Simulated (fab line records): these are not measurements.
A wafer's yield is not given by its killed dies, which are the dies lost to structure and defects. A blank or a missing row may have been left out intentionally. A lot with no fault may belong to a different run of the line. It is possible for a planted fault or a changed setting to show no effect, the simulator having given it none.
Matching of chambers | flow n5 finfet | N5_SDB_CMP_30 on cmp-04 has 4 sister chambers
The step polishes, stops on poly-Si, t overpolish 1.54 s, target thk 30 nm. 18 wafers are shown with their chamber, then 9 later ones without.

== WAFERS, EACH WITH ITS CHAMBER ==
wafer  | chamber | time to endpoint s (s) | motor current A (A) | overpolish run s (s)
L076.1 | 2       | 18                     | 12.4                | 1.546
L076.4 | 1       | 11                     | 12.4                | 1.529
L076.6 | 2       | 18                     | 12.4                | 1.541
L078.2 | 2       | 17                     | 11.7                | 1.519
L078.4 | 0       | 19                     | 13.5                | 1.532
L078.6 | 1       | 11                     | 12.5                | 1.540
L084.2 | 2       | 17                     | 12.0                | 1.542
L084.4 | 0       | 22                     | 13.1                | 1.529
L084.5 | 0       | 21                     | 13.3                | 1.546
L085.1 | 2       | 18                     | 11.9                | 1.538
L085.2 | 1       | 12                     | 13.0                | 1.544
L085.3 | 0       | 21                     | 13.1                | 1.517
L086.3 | 3       | 18                     | 12.2                | 1.547
L086.4 | 2       | 18                     | 11.6                | 1.531
L086.5 | 0       | 20                     | 13.2                | 1.527
L087.2 | 2       | 17                     | 12.8                | 1.542
L087.3 | 3       | 17                     | 12.8                | 1.536
L087.5 | 1       | 14                     | 12.7                | 1.536

SIGNATURES, as means of the wafers listed above
reading            | chamber 0 | chamber 1 | chamber 2 | chamber 3 | scatter within a chamber
time to endpoint s | 20.60     | 12.00     | 17.57     | 17.50     | 0.979
motor current A    | 13.240    | 12.650    | 12.114    | 12.500    | 0.341
overpolish run s   | 1.53020   | 1.53725   | 1.53700   | 1.54150   | 0.00898
Rule: for a wafer and a chamber, the distance is found by dividing, reading by reading, the gap between the wafer's reading and the chamber's mean by the reading's scatter, squaring, summing and taking the root. The wafer belongs to the nearest chamber; if the next one is less than 2 further off, it can't be placed. The scatter is the square root of a quotient: the sum, over the shown wafers, of each reading's squared deviation from its chamber's mean, divided by wafers minus chambers.

== WAFERS WITHOUT THEIR CHAMBER ==
wafer  | time to endpoint s (s) | motor current A (A) | overpolish run s (s)
L089.2 | 19                     | 12.1                | 1.544
L089.4 | 13                     | 12.3                | 1.552
L089.6 | 23                     | 13.8                | 1.565
L090.2 | 13                     | 12.6                | 1.545
L090.4 | 21                     | 12.0                | 1.548
L090.5 | 20                     | 12.3                | 1.534
L096.2 | 16                     | 12.1                | 1.552
L096.3 | 10                     | 12.2                | 1.555
L096.4 | 15                     | 12.1                | 1.535

== EACH ONE'S CHAMBER ==
wafer  | from the rows above          | in truth
L089.2 | can't be placed: 2 or 3      | 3
L089.4 | 1                            | 1
L089.6 | 0                            | 0
L090.2 | 1                            | 1
L090.4 | can't be placed: 2 or 3 or 0 | 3
L090.5 | can't be placed: 2 or 3 or 0 | 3
L096.2 | can't be placed: 3 or 2      | 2
L096.3 | 1                            | 1
L096.4 | can't be placed: 2 or 3 or 1 | 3
4 of 9 placed correctly. Not placeable from these rows: 5 (in 5, the candidates include the true chamber). Number placed wrongly: 0.
